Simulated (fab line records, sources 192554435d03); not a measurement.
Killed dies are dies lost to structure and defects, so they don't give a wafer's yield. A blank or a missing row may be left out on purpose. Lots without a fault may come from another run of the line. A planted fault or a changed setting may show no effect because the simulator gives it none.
Chamber matching | flow n5_finfet | N5_BEOL_M11_STRIP_19 on rie_diel-06: 4 sister chambers
The step strips in O2. 4 wafers are shown with their chamber, then 9 later ones without.

WAFERS WITH THEIR CHAMBER
wafer  | chamber | drypump_motor_current_A (A)
L085.4 | 3       | 5.4
L076.3 | 0       | 4.9
L076.4 | 2       | 5.2
L076.6 | 1       | 5.6

WAFERS WITHOUT THEIR CHAMBER
wafer  | drypump_motor_current_A (A)
L091.2 | 5.3
L091.5 | 4.9
L091.6 | 5.4
L094.1 | 5.4
L094.3 | 5.3
L094.4 | 4.9
L093.2 | 4.9
L093.4 | 5.2
L093.6 | 5.3

WHICH CHAMBER EACH WENT THROUGH
wafer  | from the rows above     | in truth
L091.2 | can't be placed: 2 or 3 | 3
L091.5 | 0                       | 0
L091.6 | 3                       | 3
L094.1 | 3                       | 3
L094.3 | can't be placed: 2 or 3 | 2
L094.4 | 0                       | 0
L093.2 | 0                       | 0
L093.4 | 2                       | 2
L093.6 | can't be placed: 2 or 3 | 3
Placed correctly: 6 of 9. Can't be placed from these rows: 3 (the true chamber is among the candidates in 3). Placed wrongly: 0.
How it was worked out, from the rows above alone: a wafer's distance from a chamber is the root of the sum, over the readings, of the square of ((its reading less the chamber's mean) divided by the reading's scatter). The wafer belongs to the nearest chamber; if the next one is less than 2 further off, it can't be placed. A chamber's mean is the mean of its shown wafers. The scatter: with one shown wafer a chamber, the root of the mean of the squares of how far each hidden wafer lies from its nearest shown one.
